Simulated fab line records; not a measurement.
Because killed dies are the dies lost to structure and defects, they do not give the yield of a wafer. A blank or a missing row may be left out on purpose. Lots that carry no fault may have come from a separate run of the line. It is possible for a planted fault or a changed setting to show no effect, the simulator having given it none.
Matching of chambers | flow n5Finfet | 4 sister chambers for N5_BEOL_M6_ETCH_62 on rieDiel-04
The step etches SOC in N2/H2, target depth 110 nm, overetch 22 nm, time 165 s. 8 wafers are shown with their chamber, then 8 later ones without.

EACH WAFER AND ITS CHAMBER
wafer  | chamber | drypumpMotorCurrentA (A) | showerheadPlenumPTorr (Torr)
L084.4 | 3       | 5.4                      | 2.56
L085.1 | 0       | 5.5                      | 2.58
L085.2 | 3       | 5.4                      | 2.56
L085.4 | 2       | 5.6                      | 2.60
L089.1 | 0       | 5.5                      | 2.57
L089.4 | 1       | 4.8                      | 2.48
L089.6 | 1       | 4.7                      | 2.48
L094.1 | 2       | 5.7                      | 2.59

WAFERS WHOSE CHAMBER IS MISSING
wafer  | drypumpMotorCurrentA (A) | showerheadPlenumPTorr (Torr)
L094.2 | 5.4                      | 2.55
L094.3 | 5.5                      | 2.57
L095.2 | 5.5                      | 2.57
L095.3 | 4.8                      | 2.48
L095.6 | 5.6                      | 2.59
L096.1 | 5.5                      | 2.57
L096.3 | 5.6                      | 2.59
L096.5 | 5.5                      | 2.57

WHICH CHAMBER EACH WENT THROUGH
wafer  | from the rows above     | in truth
L094.2 | 3                       | 3
L094.3 | can't be placed: 0 or 3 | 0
L095.2 | can't be placed: 0 or 3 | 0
L095.3 | 1                       | 1
L095.6 | 2                       | 2
L096.1 | can't be placed: 0 or 3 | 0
L096.3 | 2                       | 2
L096.5 | can't be placed: 0 or 3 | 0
Placed correctly: 4 of 8. From these rows, 4 cannot be placed; in 4 the true chamber is one of the candidates. Number placed wrongly: 0.
How it was worked out, from the rows above alone: a wafer's distance from a chamber is the root of the sum, over the readings, of the square of ((its reading less the chamber's mean) divided by the reading's scatter). If the next closest chamber is less than 2 further off than the closest, the wafer can't be placed; otherwise it belongs to the closest. For every chamber, the mean is computed from those of its wafers that are shown. The scatter: the root of (the sum of the squares of (reading less its chamber's mean) over the shown wafers, divided by (wafers less chambers)).
